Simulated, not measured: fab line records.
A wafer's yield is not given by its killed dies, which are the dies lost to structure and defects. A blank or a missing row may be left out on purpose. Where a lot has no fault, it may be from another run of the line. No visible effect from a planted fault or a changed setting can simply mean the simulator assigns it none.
A struck lot beside a sound one + flow n5 finfet + 41 steps out of a route of 1938
Sound: these wafers, L574.1, L574.3, L574.5. Struck: wafer L578.3; the same lot's L578.6 was not struck, so it is left out; see the end for the cause.
Each step with rows lists, per side, the tool, then ch with its chambers, then its first start. Under that, the readings that differ: sound wafers + struck wafers + difference of the means + sigmas: that difference in standard deviations of wafers without a fault.
alike: a reading whose means differ by less than 2 such deviations, as well as words and numbers matching on both sides. not compared: withheld readings; readings where some wafer has no value; bounds like >300 that might hide an equal value; numbers whose values overlap and for which the record gives no deviation.
Wherever a step has rows on one side only, a row that says differs or no value, or a row with sigmas, the two part there. Numbers that have no deviation but don't overlap get no sigmas and don't part them. Lack of a reading on every wafer of one side parts them only where that side has two or more wafers.

first, 11 steps without rows for these wafers: N5_BEOL_M0_SAQP_STRIP_113 (strips in CHF3/O2); N5_BEOL_M0_SAQP_MANDREL_ETCH_20 (etches a-Si in HBr/Cl2, stops on SiNx, target depth 60 nm, bt time 10 s, time 30 s); N5_BEOL_M0_SAQP_STRIP_86 (strips in N2/H2); N5_BEOL_M0_SAQP_STRIP_115 (strips in post etch residue remover, time 60 s); N5_BEOL_M0_SAQP_SRD_93 (time 30 s); N5_BEOL_M0_SAQP_RECESS_114 (chemistry HF/NH3, target SiO2, target depth 14.4 nm, afs cycles 3, sublimation time 60 s); N5_BEOL_M0_SAQP_SPACER1_ALD_98 (deposits SiO2, target thk 12.8 nm, pulse time 1 s, purge time 2 s); N5_BEOL_M0_SAQP_SPACER1_ETCHBACK_99 (etches SiO2 in CHF3/O2, target depth 15.4 nm, time 7.7 s); N5_BEOL_M0_SAQP_MANDREL1_REMOVE_100 (chemistry HBr/Cl2/O2, target a-Si, stops on SiNx, bt time 10 s); N5_BEOL_M0_SAQP_ETCH_101 (etches SiNx in CH3F/O2, target depth 29.9 nm, time 42.7 s); N5_BEOL_M0_SAQP_ETCH_102 (etches SiO2 in CF4, target depth 4 nm, time 4.4 s).
N5_BEOL_M0_SAQP_MANDREL_ETCH_103: etches a-Si in HBr/Cl2, stops on SiCN, target depth 45 nm, bt time 10 s, time 27 s.
  sound on rie si-02 ch 0,3, day 8 01:30; struck on rie si-02 ch 1, day 9 03:16
| reading                                         | sound       | struck | difference | sigmas |
|-------------------------------------------------|-------------|--------|------------|--------|
| model.SiCN_of_BEOL_M0_SAQP_PECVD_03.thk nm (nm) | 8.4 8.8 8.8 | 5.6    | -3.1       |        |
  alike: bias w, drypump motor current A, oes product au, throttle valve pct
  not compared: rf hours counter h
then, 5 steps without rows for these wafers: N5_BEOL_M0_SAQP_RECESS_104 (chemistry HF/NH3, target SiO2, target depth 18 nm, afs cycles 3, sublimation time 60 s); N5_BEOL_M0_SAQP_COAT_105 (time 60 s, resist thk 100 nm); N5_BEOL_M0_SAQP_ETCH_106 (etches SOC in N2/H2, stops on SiNx, target depth 150 nm); N5_BEOL_M0_SAQP_ETCH_107 (etches SiNx in CH3F/O2, target depth 30 nm); N5_BEOL_M0_SAQP_STRIP_108 (strips in N2/H2).
N5_BEOL_M0_SAQP_RECESS_109: chemistry HF/NH3, target SiO2, target depth 3 nm, afs cycles 1, sublimation time 60 s.
  sound on vapor etch-01 ch 0,1, day 8 02:11; struck on vapor etch-02 ch 0, day 9 03:59
| reading                                         | sound       | struck | difference | sigmas |
|-------------------------------------------------|-------------|--------|------------|--------|
| model.SiCN_of_BEOL_M0_SAQP_PECVD_03.thk nm (nm) | 8.2 8.4 8.4 | 5.4    | -2.9       |        |
  alike: drypump motor current A
then, 19 steps without rows for these wafers: N5_BEOL_M0_SAQP_SPACER2_ALD_26 (deposits SiO2, target thk 15 nm, pulse time 1 s, purge time 2 s); N5_BEOL_M0_SAQP_SPACER2_ETCHBACK_27 (etches SiO2 in CHF3/O2, target depth 22.5 nm, time 11.25 s); N5_BEOL_M0_SAQP_MANDREL2_REMOVE_110 (chemistry HBr/Cl2/O2, target a-Si, stops on SiCN, bt time 10 s); N5_BEOL_M0_SAQP_COAT_69 (time 60 s, resist thk 90 nm); N5_BEOL_M0_SAQP_COAT_72 (time 60 s, resist thk 15 nm); N5_BEOL_M0_SAQP_COAT_87 (time 60 s, resist thk 5 nm); N5_BEOL_M0_SAQP_COAT_34 (resist thk 30 nm); N5_BEOL_M0_SAQP_EBR_36; N5_BEOL_M0_SAQP_SOFTBAKE_35 (time 60 s); N5_BEOL_M0_SAQP_EXPOSE_37 (exposes mask M0 CUT1, target cd 30 nm); N5_BEOL_M0_SAQP_PEB_38 (peb time 60 s); N5_BEOL_M0_SAQP_DEVELOP_39 (develop time 30 s); N5_BEOL_M0_SAQP_DESCUM_45 (chemistry O2, time 7 s); N5_BEOL_M0_SAQP_ETCH_88 (etches underlayer in N2/H2, target depth 6.5 nm, time 5.2 s); N5_BEOL_M0_SAQP_ETCH_73 (etches SiARC in CF4, target depth 19.5 nm, time 32.5 s); N5_BEOL_M0_SAQP_CUT_ETCH_46 (etches SOC in N2/H2, target depth 135 nm, overetch 27 nm, time 202.5 s); N5_BEOL_M0_SAQP_STRIP_74 (strips in N2/H2); N5_BEOL_M0_SAQP_STRIP_89 (strips in N2/H2); N5_BEOL_M0_SAQP_ALD_48 (deposits SiO2, target thk 20 nm, pulse time 1 s, co reactant pulse time 1 s).
N5_BEOL_M0_ETCH_138: etches SiCN in CH3F/O2, target depth 12 nm, time 31.6 s.
  sound on rie diel-01 ch 2,3, day 8 05:54; struck on rie diel-03 ch 2, day 9 08:23
| reading                  | sound             | struck | difference | sigmas |
|--------------------------|-------------------|--------|------------|--------|
| etch rf on time s (s)    | 28.4 28.4 28.6    | 31.6   | +3.1       | +4     |
| model.etch.depth nm (nm) | 8.154 8.435 8.482 | 9.231  | +0.874     |        |
  alike: CH3F_flow_sccm, bias w, drypump motor current A, oes product au, rf vpp V, showerhead plenum p Torr, throttle valve pct
  not compared: rf hours counter h
N5_BEOL_M0_ETCH_128: etches SiCN in CF4/N2, target depth 12 nm, overetch 5.1 nm, time 21.4 s.
  sound on rie diel-01 ch 1,2, day 8 10:32; struck on rie diel-04 ch 0, day 9 09:27
| reading                  | sound             | struck | difference | sigmas |
|--------------------------|-------------------|--------|------------|--------|
| model.etch.depth nm (nm) | 8.154 8.435 8.482 | 12     | +4         |        |
  alike: bias w, drypump motor current A, oes product au, rf vpp V, showerhead plenum p Torr, throttle valve pct
  not compared: rf hours counter h
-- a jump in the record: the struck wafers' starts before and after are 4 days apart (it breaks off in module BEOL_M0 and resumes in module BEOL_M4, where the first step shown is number 1111 of the route) --
N5_BEOL_M4_RC_MEAS_101:
  sound on prober-01 ch 0, day 12 12:52; struck on prober-01 ch 0, day 12 23:16
  alike: DIBL_N, DIBL_P, IOFF_N, IOFF_P, ION_N, ION_P, SS_N, SS_P, VT_N, VT_P
-- record jumps: 4 days separate the struck wafers' starts on either side; left off in module BEOL_M4, taken up again in module PASSIVATION, whose first shown step is the route's number 1936 --
N5_PASSIVATION_PROBE_49:
  sound on prober-01 at day 16 21:23; struck on prober-01 at day 17 08:28
  alike: defect limited yield, killed_at_M0_to_M3, killed_at_M4_up, killed at contacts, killed at front end, killed at other, killed dies, killed open, killed short, sort_bin_5_function, sort_bin_6_memory, sort n pass, sort yield pct

== WHERE THEY PART ==
Within this record, at N5_BEOL_M0_ETCH_138 only. Later steps at which nothing parts them and some readings are alike: N5_BEOL_M0_ETCH_128, N5_BEOL_M4_RC_MEAS_101, N5_PASSIVATION_PROBE_49.

WHY: whatever the simulator had introduced
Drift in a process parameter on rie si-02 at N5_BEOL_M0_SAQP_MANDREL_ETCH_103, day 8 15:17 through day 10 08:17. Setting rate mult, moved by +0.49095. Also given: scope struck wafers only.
